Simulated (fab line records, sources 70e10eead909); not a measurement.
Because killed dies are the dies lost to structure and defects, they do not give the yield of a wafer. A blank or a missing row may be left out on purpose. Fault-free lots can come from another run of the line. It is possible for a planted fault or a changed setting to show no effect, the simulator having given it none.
Which of the tools did it? -- flow nand_harc -- 23 lots, 69 wafers sampled, at 1 step of a route of 1302

## WHAT THE GAUGES SHOWED, per wafer
NHARC_A_CONTACT_CD_MEAS_08: the cd target is 200 nm.
lot,measured,on,cd_nm (nm)
L074,day 22 16:13,cd_sem-01,200.8 200.1 200.0
L075,day 22 17:32,cd_sem-01,200.3 200.1 201.2
L076,day 23 01:18,cd_sem-03,200.3 200.1 200.2
L078,day 23 18:47,cd_sem-01,200.1 199.7 200.1
L077,day 23 19:49,cd_sem-02,199.6 200.3 200.0
L079,day 24 12:53,cd_sem-01,199.4 199.5 199.7
L080,day 24 18:31,cd_sem-02,200.5 199.1 198.9
L081,day 24 22:41,cd_sem-02,199.3 200.2 199.8
L083,day 25 15:44,cd_sem-03,200.5 200.9 200.0
L082,day 25 17:59,cd_sem-03,199.1 200.0 199.7
L085,day 26 13:37,cd_sem-02,199.9 199.8 199.9
L084,day 26 17:30,cd_sem-03,200.0 199.2 200.1
L086,day 27 04:29,cd_sem-03,200.2 200.0 200.1
L089,day 28 17:50,cd_sem-02,199.8 200.0 199.9
L088,day 28 18:42,cd_sem-01,200.3 200.1 200.4
L090,day 29 11:15,cd_sem-03,200.5 200.1 200.0
L091,day 29 11:25,cd_sem-01,199.2 199.3 199.4
L093,day 30 11:19,cd_sem-02,199.5 199.7 199.7
L092,day 30 11:27,cd_sem-01,200.4 199.8 200.6
L095,day 31 00:34,cd_sem-03,199.9 200.0 200.2
L096,day 31 02:03,cd_sem-03,200.6 200.4 199.5
L094,day 31 09:13,cd_sem-02,199.7 200.1 200.5
L097,day 31 13:15,cd_sem-03,199.9 199.7 199.9

## WHICH TOOL RAN EACH LOT (tool, then ch and the chambers of the sampled wafers, then the start)
Before these readings, the record contains no process step.

## AS READ BY THE TOOLS THEMSELVES (means over the sampled wafers that have a number; for cases with no such wafer, the mark the record gives instead)
The record holds no such reading with a usual standard deviation.

## THE ANSWER, worked out from the rows above alone
Rule: what is usual is taken from the lots themselves. Put in order of their means at a reading, lots are off if they are a third of the lots or fewer, leave a main group of 4 or more, and stand apart from it by a gap of 3 or more times the standard deviation of the main group's means; of several such gaps the widest counts. If all means in a main group match to the digits the tables above print for the reading, that group is not used. A lot without any number at a reading at which 4 lots or more have one is off too. All remaining lots with rows at the step are treated as sound. The gauges are gone through in route order, then the tools' own readings, and for those a lot's mean is taken as printed above. The first step at which some lot is off is used, and at that step the reading that is off furthest; a lot without a number counts as furthest.
No lot is off at any reading shown: from this, nothing can be told.

## WHAT THE SIMULATOR HAD PUT IN
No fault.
